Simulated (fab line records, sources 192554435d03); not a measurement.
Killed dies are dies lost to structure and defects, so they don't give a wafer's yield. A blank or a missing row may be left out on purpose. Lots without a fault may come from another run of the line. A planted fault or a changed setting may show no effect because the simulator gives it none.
Split-lot experiment | flow n5_finfet | 7 lots, 21 wafers read, on a route of 1938 steps

THE SPLIT
At N5_BEOL_M1_VIA_ETCH_34 (etches the open film in C4F6/O2, target depth 67.8 nm, time 64.4 s), the setting bias_w was moved away from the recipe's 170 W on 8 of the 21 wafers read, by -16.7% to +10.8%. The other wafers ran this setting at the recipe's value.

The reading is taken at the split's own step.

THE READING
rf_vpp_V, in V, at N5_BEOL_M1_VIA_ETCH_34 (etches the open film in C4F6/O2, target depth 67.8 nm, time 64.4 s). Fault-free wafers of this fab line usually give 667 V, standard deviation 13 V.

wafer  | tool, chamber at the split | bias_w as run, W | against the recipe | rf_vpp_V, V | against lot-mates on the recipe
L077.1 | rie_diel-01, 0             | 145.1            | -14.6%             | 592         | -82
L077.2 | rie_diel-01, 3             | 170              | recipe             | 668         | -
L077.4 | rie_diel-01, 2             | 170              | recipe             | 679         | -
L079.2 | rie_diel-01, 2             | 170              | recipe             | 680         | -
L079.3 | rie_diel-01, 0             | 170              | recipe             | 670         | -
L079.4 | rie_diel-01, 1             | 170              | recipe             | 681         | -
L078.2 | rie_diel-01, 0             | 142.6            | -16.1%             | 586         | -88
L078.3 | rie_diel-01, 1             | 170              | recipe             | 682         | -
L078.6 | rie_diel-01, 3             | 170              | recipe             | 667         | -
L087.1 | rie_diel-02, 0             | 170              | recipe             | 676         | -
L087.2 | rie_diel-02, 3             | 170              | recipe             | 642         | -
L087.6 | rie_diel-02, 1             | 170              | recipe             | 657         | -
L090.1 | rie_diel-02, 3             | 141.6            | -16.7%             | 553         | -112
L090.5 | rie_diel-02, 3             | 170              | recipe             | 641         | -
L090.6 | rie_diel-02, 2             | 170              | recipe             | 688         | -
L092.1 | rie_diel-06, 3             | 188.3            | +10.8%             | 704         | no lot-mate on the recipe
L092.5 | rie_diel-06, 1             | 188.3            | +10.8%             | 718         | no lot-mate on the recipe
L092.6 | rie_diel-06, 2             | 188.3            | +10.8%             | 713         | no lot-mate on the recipe
L095.3 | rie_diel-01, 3             | 156.7            | -7.8%              | 627         | -40
L095.4 | rie_diel-01, 3             | 170              | recipe             | 667         | -
L095.5 | rie_diel-01, 2             | 156.7            | -7.8%              | 636         | -31

THE FIT
A straight line over all 21 wafers: rf_vpp_V changes by +5.13 V for each +1% of bias_w; r = +0.94; the points scatter about the line by 14 V.
The same after taking each lot's own level away (the mean of its wafers on the recipe; 18 wafers): +5.81 V for each +1%; r = +0.95; scatter 12 V.
On that fit, the largest move of bias_w shifts the reading by 97 V.
The lots' own levels span 658.3 to 677.0 V, that is 1.4 times the standard deviation above.
So the lot-to-lot level changes the slope: the two fits differ.
Check: with one of the wafers moved furthest among these (-16.7%) left out of the fit, the line predicts -89 V for it against its lot-mates. It came out at -112 V against them.
Tool readings at the split's step, against how far the setting was moved: rf_vpp_V r = +0.94.

OTHER SPLITS ON THESE WAFERS
These wafers also went through other splits before the reading. Each is held against what the fit with the lots' levels taken away leaves over:
other split on the same wafers           | wafers away from the commonest value | r with rf_vpp_V (lot level and that fit taken away)
N5_MOL_CONTACT_COAG_COAT_103 spin_rpm    | 6                                    | -0.08
N5_MOL_CONTACT_COAG_ALD_27 time_s        | 11                                   | -0.11
N5_MOL_CONTACT_COAG_CVD_140 target_thk_a | 13                                   | -0.29
N5_BEOL_M0_ETCH_138 source_w             | 6                                    | +0.29
N5_BEOL_M0_ETCH_109 bias_w               | 7                                    | +0.02

THE FILE'S OWN FIT
rf_vpp_V changes by +5.87 V for each +1% of bias_w, r = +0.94.
